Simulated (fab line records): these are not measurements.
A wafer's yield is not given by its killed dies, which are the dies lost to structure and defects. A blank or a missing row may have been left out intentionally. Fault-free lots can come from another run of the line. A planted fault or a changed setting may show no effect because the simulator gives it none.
fab line records	flow n5_finfet
record lots=14	wafers=42	last_day=17
route steps=1938 shown FIN_SAQP@143 FIN_CUT@161
lots with no fault: from the same line, run without faults
start_h: hours from the record's opening day to when the first of the lot's shown wafers began	wait_h: hours elapsed since this lot's preceding step	" repeats the value in the row above	L1.1+2: a row that stands for several wafers	- no value, or no start was given	* or withheld: withheld	< > ~ a bound
route shown NAME@n: a module of which the file shows steps, and the number in the route of the first	usual: average and standard deviation across the fault-free wafers	same: alike in all rows	chamber/n: place in a boat	sites: readings site by site	_std_site: how widely they spread, as a standard deviation	_edge_site: the outer-site mean with the inner-site mean subtracted	radius_mm: for every site, how far away it sits from the centre of the wafer	mask NAME#n: copy n	behind: the last tool/chamber to shape the wafer	hold: why the lot went on hold/how many hours it stayed there/how the hold came to an end	device: whichever transistor did not switch (one of n, p or np)	end of line: the route-end tests of the same wafers	a step without rows: its recipe alone	killed: dies that structure and defects cost at the first sort, which is not the same as the wafer's yield	map: a wafer's dies, marking killed ones x, the rest . and places with no die _
set.NAME: the run value of the setting; set.NAME@STEP: its run value at that earlier step	model.NAME: the simulator's own value behind a step, which no gauge read
the route's steps for a sample of lots (tables are steps, rows are wafers)
services: a tool's chamber out of use, with start hour (start_h, from the record's first day; less than 0 if before it), hours out, and reason
## steps
# step N5_FIN_SAQP_ETCH_34
# recipe chemistry=C4F6/O2	target=SiO2	target_depth_a=450	time_s=15	ion_energy_ev=250	pressure_mtorr=30	source_w=345	bias_w=185	Ar_flow_sccm=300	C4F6_flow_sccm=10	O2_flow_sccm=10	ends=cleared
# usual drypump_motor_current_A=5.7/0.46	etch_rf_on_time_s=14.8/0.42	oes_product_au=0.69/0.084	rf_vpp_V=673/19	showerhead_plenum_p_Torr=2.90/0.12	throttle_valve_pct=21.12/0.22
lot.wafer	tool	chamber	start_h	wait_h	drypump_motor_current_A	etch_rf_on_time_s	oes_product_au	rf_hours_counter_h	rf_vpp_V	showerhead_plenum_p_Torr	throttle_valve_pct
L608.3	rie_diel-04	1	34.04	0.0	5.8	15.1	0.59	241	639	2.81	21.34
L608.4	"	0	"	"	5.5	15.7	0.57	245	655	2.72	21.59
L608.6	"	1	"	"	5.9	15.1	0.59	-	641	2.81	21.31
L610.1	rie_diel-03	3	47.06	0.0	5.6	15.1	0.62	159	699	2.96	21.50
L610.2	"	2	"	"	6.0	14.7	0.71	99	671	2.75	20.95
L610.5	"	1	"	"	5.2	14.2	0.86	-	688	3.04	20.78
L612.1	rie_diel-03	1	56.93	0.0	5.1	14.0	0.85	7	688	3.04	20.80
L612.2	"	0	"	"	6.3	15.1	0.65	134	672	2.96	21.25
L612.6	"	2	"	"	6.0	14.6	0.70	-	670	2.75	20.95
L613.1	rie_diel-04	1	63.80	0.0	5.8	14.8	0.59	252	640	2.81	21.35
L613.2	"	2	"	"	5.1	14.1	0.78	21	684	3.04	20.94
L613.4	"	3	"	"	5.1	14.4	0.64	-	654	2.74	21.14
L620.1	rie_diel-03	0	103.95	0.0	6.2	15.1	0.64	152	671	2.95	21.28
L620.4	"	1	"	"	5.2	14.1	0.81	24	690	3.03	20.82
L620.5	"	2	"	"	6.0	14.4	0.69	-	670	2.75	20.99
L621.1	rie_diel-01	1	111.99	0.0	5.7	15.3	0.63	174	657	2.73	20.99
L621.3	"	2	"	"	5.1	15.5	0.58	242	655	2.70	21.45
L621.6	"	0	"	"	6.5	14.8	0.74	-	666	2.93	20.95
L622.3	rie_diel-04	3	117.28	0.0	5.1	14.7	0.62	183	654	2.73	21.17
L622.4	"	1	"	"	5.8	15.2	0.80	11	640	2.80	20.96
L622.6	"	2	"	"	5.1	14.3	0.73	-	683	3.03	20.95
L623.4	rie_diel-03	3	121.67	0.0	5.6	14.9	0.61	181	700	2.95	21.55
L623.5	"	2	"	"	6.0	14.4	0.69	-	669	2.74	20.99
L623.6	"	3	"	"	5.6	14.8	0.60	-	699	2.95	21.54
L624.2	rie_diel-01	1	128.57	0.0	5.8	15.3	0.63	177	658	2.73	21.02
L624.3	"	3	"	"	5.7	14.9	0.64	169	712	2.95	21.07
L624.5	"	2	"	"	5.1	15.5	0.58	-	656	2.70	21.47
L625.2	rie_diel-01	3	134.63	0.0	5.7	15.0	0.63	170	713	2.95	21.05
L625.4	"	0	"	"	6.5	14.9	0.72	-	666	2.92	20.95
L625.5	"	1	"	"	5.7	15.4	0.62	-	658	2.73	21.01
L626.1	rie_diel-04	1	140.14	0.0	5.9	15.5	0.78	20	640	2.80	20.99
L626.5	"	1	"	"	5.9	15.4	0.78	-	641	2.80	20.97
L626.6	"	0	"	"	5.5	15.1	0.76	-	666	3.05	21.17
L627.2	rie_diel-01	0	146.33	0.0	6.6	14.8	0.71	59	667	2.92	20.98
L627.4	"	0	"	"	6.5	14.9	0.72	-	667	2.92	20.97
L627.6	"	3	"	"	5.7	14.9	0.64	-	712	2.95	21.08
L628.1	rie_diel-03	2	152.30	0.0	6.0	14.6	0.68	136	671	2.74	21.01
L628.3	"	1	"	"	5.2	14.2	0.77	44	687	3.03	20.85
L628.5	"	0	"	"	6.3	15.4	0.61	-	671	2.94	21.28
L630.2	rie_diel-01	0	165.04	0.0	6.5	14.8	0.71	64	666	2.92	20.97
L630.3	"	2	"	"	5.1	15.0	0.85	5	666	3.03	21.13
L630.4	"	1	"	"	5.8	15.1	0.61	191	657	2.73	21.03
# step N5_FIN_SAQP_STRIP_77
# recipe chemistry=N2/H2	time_s=90	power_w=100	temp_c=40	pressure_mtorr=100	rf_frequency_hz=6e+07	bias_power_w=3	n2_flow_sccm=300	h2_flow_sccm=300
# usual drypump_motor_current_A=5.7/0.45	oes_product_au=0.80/0.097	rf_vpp_V=45.3/0.82	showerhead_plenum_p_Torr=3.43/0.14	throttle_valve_pct=12.2/0.33
lot.wafer	tool	chamber	start_h	wait_h	drypump_motor_current_A	oes_product_au	rf_hours_counter_h	rf_vpp_V	showerhead_plenum_p_Torr	throttle_valve_pct
L608.3	rie_diel-04	1	34.07	0.0	5.9	0.69	241	45.0	3.32	12.6
L608.4	"	0	"	"	5.6	0.66	245	44.9	3.21	12.8
L608.6	"	1	"	"	5.9	0.70	-	45.3	3.32	12.6
L610.1	rie_diel-03	3	47.08	0.0	5.6	0.72	159	45.9	3.49	12.5
L610.2	"	2	"	"	6.0	0.81	99	46.0	3.25	12.0
L610.5	"	1	"	"	5.2	0.98	-	46.4	3.57	11.6
L612.1	rie_diel-03	1	56.96	0.0	5.2	0.98	7	44.2	3.57	11.7
L612.2	"	0	"	"	6.3	0.76	134	44.7	3.54	12.5
L612.6	"	2	"	"	6.0	0.81	-	44.9	3.25	12.0
L613.1	rie_diel-04	1	63.82	0.0	5.9	0.68	252	45.3	3.31	12.6
L613.2	"	2	"	"	5.1	0.89	21	45.2	3.56	11.7
L613.4	"	3	"	"	5.1	0.75	-	44.5	3.28	12.3
L620.1	rie_diel-03	0	103.97	0.0	6.3	0.75	152	46.7	3.53	12.5
L620.4	"	1	"	"	5.3	0.95	24	46.3	3.56	11.7
L620.5	"	2	"	"	6.0	0.80	-	45.3	3.24	12.0
L621.1	rie_diel-01	1	112.01	0.0	5.8	0.72	174	45.0	3.24	12.3
L621.3	"	2	"	"	5.1	0.69	242	45.1	3.22	12.8
L621.6	"	0	"	"	6.5	0.88	-	43.7	3.45	11.9
L622.3	rie_diel-04	3	117.30	0.0	5.1	0.72	183	43.5	3.26	12.4
L622.4	"	1	"	"	5.8	0.93	11	45.5	3.31	12.0
L622.6	"	2	"	"	5.1	0.83	-	45.8	3.54	11.8
L623.4	rie_diel-03	3	121.69	0.0	5.7	0.71	181	44.9	3.48	12.5
L623.5	"	2	"	"	6.1	0.79	-	45.5	3.24	12.0
L623.6	"	3	"	"	5.7	0.71	-	46.4	3.48	12.5
L624.2	rie_diel-01	1	128.60	0.0	5.8	0.72	177	45.7	3.24	12.3
L624.3	"	3	"	"	5.7	0.73	169	44.6	3.56	12.4
L624.5	"	2	"	"	5.1	0.68	-	45.4	3.21	12.8
L625.2	rie_diel-01	3	134.65	0.0	5.7	0.74	170	45.3	3.56	12.4
L625.4	"	0	"	"	6.5	0.86	-	46.4	3.44	11.9
L625.5	"	1	"	"	5.8	0.71	-	45.5	3.24	12.3
L626.1	rie_diel-04	1	140.16	0.0	5.9	0.91	20	46.4	3.30	12.0
L626.5	"	1	"	"	5.9	0.92	-	45.0	3.30	12.0
L626.6	"	0	"	"	5.6	0.89	-	47.4	3.60	12.2
L627.2	rie_diel-01	0	146.35	0.0	6.5	0.84	59	45.6	3.44	11.9
L627.4	"	0	"	"	6.5	0.85	-	45.9	3.44	11.9
L627.6	"	3	"	"	5.7	0.74	-	45.1	3.55	12.4
L628.1	rie_diel-03	2	152.32	0.0	6.1	0.79	136	45.0	3.24	12.1
L628.3	"	1	"	"	5.2	0.90	44	46.1	3.55	11.8
L628.5	"	0	"	"	6.3	0.73	-	45.8	3.52	12.6
L630.2	rie_diel-01	0	165.06	0.0	6.5	0.85	64	44.3	3.44	11.9
L630.3	"	2	"	"	5.1	0.98	5	45.3	3.62	12.2
L630.4	"	1	"	"	5.8	0.71	191	45.8	3.24	12.3
# step N5_FIN_SAQP_HM_CD_35
# recipe target_cd_nm=8	polarity=line
# usual cd_nm=8.1/0.33
lot.wafer	tool	chamber	start_h	wait_h	cd_nm
L608.3	cd_sem-01	-	34.20	0.1	7.7
L608.4	"	-	"	"	7.9
L608.6	"	-	"	"	8.1
L610.1	cd_sem-03	-	47.20	0.1	8.4
L610.2	"	-	"	"	8.4
L610.5	"	-	"	"	8.3
L612.1	cd_sem-01	-	57.08	0.1	7.9
L612.2	"	-	"	"	8.4
L612.6	"	-	"	"	7.8
L613.1	cd_sem-02	-	63.94	0.1	8.1
L613.2	"	-	"	"	8.2
L613.4	"	-	"	"	7.5
L620.1	cd_sem-03	-	104.10	0.1	8.3
L620.4	"	-	"	"	7.9
L620.5	"	-	"	"	7.8
L621.1	cd_sem-03	-	112.14	0.1	8.3
L621.3	"	-	"	"	8.2
L621.6	"	-	"	"	8.3
L622.3	cd_sem-01	-	117.43	0.1	8.3
L622.4	"	-	"	"	8.1
L622.6	"	-	"	"	7.7
L623.4	cd_sem-01	-	121.83	0.1	8.8
L623.5	"	-	"	"	8.2
L623.6	"	-	"	"	7.8
L624.2	cd_sem-02	-	128.72	0.1	8.4
L624.3	"	-	"	"	8.3
L624.5	"	-	"	"	7.5
L625.2	cd_sem-03	-	134.78	0.1	7.9
L625.4	"	-	"	"	8.4
L625.5	"	-	"	"	8.3
L626.1	cd_sem-03	-	140.28	0.1	8.4
L626.5	"	-	"	"	8.0
L626.6	"	-	"	"	7.9
L627.2	cd_sem-03	-	146.48	0.1	8.3
L627.4	"	-	"	"	7.9
L627.6	"	-	"	"	7.8
L628.1	cd_sem-03	-	152.45	0.1	8.1
L628.3	"	-	"	"	7.7
L628.5	"	-	"	"	8.3
L630.2	cd_sem-03	-	165.19	0.1	8.4
L630.3	"	-	"	"	8.2
L630.4	"	-	"	"	8.9
# step N5_FIN_CUT_PEB_06
# recipe peb_temp_c=100	peb_time_s=60	resist=CAR-EUV
# usual chill_plate_temp_C=23.00/0.11	exhaust_pa=44.9/0.89
lot.wafer	tool	chamber	start_h	wait_h	chill_plate_temp_C	exhaust_pa
L608.3	litho_track-03	0	34.75	0.0	23.04	44.0
L608.4	"	0	"	"	23.16	44.2
L608.6	"	0	"	"	23.13	45.2
L610.1	litho_track-03	0	47.88	0.1	22.86	44.5
L610.2	"	0	"	"	22.82	44.3
L610.5	"	0	"	"	23.00	43.8
L612.1	litho_track-03	-	57.63	0.1	-	-
L612.2	"	-	"	"	-	-
L612.6	"	-	"	"	-	-
L613.1	litho_track-03	-	64.62	0.1	-	-
L613.2	"	-	"	"	-	-
L613.4	"	-	"	"	-	-
L620.1	litho_track-02	0	104.65	0.1	22.98	44.6
L620.4	"	0	"	"	23.00	46.1
L620.5	"	0	"	"	23.08	44.8
L621.1	litho_track-02	0	113.68	0.1	23.07	43.7
L621.3	"	0	"	"	23.13	44.9
L621.6	"	0	"	"	23.21	44.7
L622.3	litho_track-05	0	118.24	0.0	22.89	44.0
L622.4	"	0	"	"	22.97	43.7
L622.6	"	0	"	"	22.95	44.5
L623.4	litho_track-05	0	122.38	0.0	23.08	44.0
L623.5	"	0	"	"	22.97	43.6
L623.6	"	0	"	"	22.88	45.9
L624.2	litho_track-03	0	129.27	0.1	23.06	44.4
L624.3	"	0	"	"	23.14	43.9
L624.5	"	0	"	"	23.02	46.1
L625.2	litho_track-03	0	135.47	0.1	23.13	44.9
L625.4	"	0	"	"	22.94	45.7
L625.5	"	0	"	"	22.93	44.6
L626.1	litho_track-03	0	140.84	0.1	22.99	46.6
L626.5	"	0	"	"	23.11	45.2
L626.6	"	0	"	"	23.00	44.3
L627.2	litho_track-02	0	147.17	0.1	23.14	44.5
L627.4	"	0	"	"	23.17	43.8
L627.6	"	0	"	"	23.21	44.0
L628.1	litho_track-05	0	153.00	0.1	23.05	46.1
L628.3	"	0	"	"	23.07	45.5
L628.5	"	0	"	"	22.92	44.6
L630.2	litho_track-03	0	165.75	0.1	22.83	45.1
L630.3	"	0	"	"	22.86	46.1
L630.4	"	0	"	"	22.99	45.8
## services
tool	chamber	start_h	hours	kind
rie_diel-04	-	13.37	0.4	repair
rie_diel-04	3	36.00	5.1	repair
rie_diel-04	0	48.31	-	clean
rie_diel-04	0	48.31	-	consumable_replace:focus_ring
rie_diel-04	0	48.31	-	consumable_replace:showerhead
rie_diel-04	0	48.31	23.4	scheduled_down
rie_diel-04	0	48.31	23.4	vent_cycle
rie_diel-03	3	53.73	7.9	repair
rie_diel-04	1	71.81	-	clean
rie_diel-04	1	71.81	-	consumable_replace:focus_ring
rie_diel-04	1	71.81	14.5	scheduled_down
rie_diel-04	1	71.81	14.5	vent_cycle
rie_diel-01	1	119.12	7.1	repair
rie_diel-01	2	133.21	-	clean
rie_diel-01	2	133.21	-	consumable_replace:focus_ring
rie_diel-01	2	133.21	-	consumable_replace:showerhead
rie_diel-01	2	133.21	16.2	scheduled_down
rie_diel-01	2	133.21	16.2	vent_cycle
rie_diel-03	0	159.33	1.3	repair
## key
first_sign step=N5_FIN_CUT_PEB_06	reading=tool_record	direction=missing
effect none on later readings
met_at N5_FIN_CUT_PEB_06
struck_lots L612,L613
later_rows_left_out L612.1,L612.2,L612.6,L613.1,L613.2,L613.4
sort_left_out L612.1,L612.2,L612.6,L613.1,L613.2,L613.4
not_acting_at N5_FIN_SAQP_ETCH_34,N5_FIN_SAQP_STRIP_77,N5_FIN_SAQP_HM_CD_35
onset_between 47.88 57.63
fault kind=skipped_step_whole	tool=litho_track-03	chamber=-	onset_h=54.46	steps=N5_FIN_CUT_PEB_06	scope=struck_lots_only
# sort_left_out: the simulated sort isn't trusted on such a fault, so these wafers' sort isn't shown, and their yield isn't known
# later_rows_left_out: the simulator's readings of these wafers behind a module that went badly wrong aren't trusted and aren't shown, but for the sort
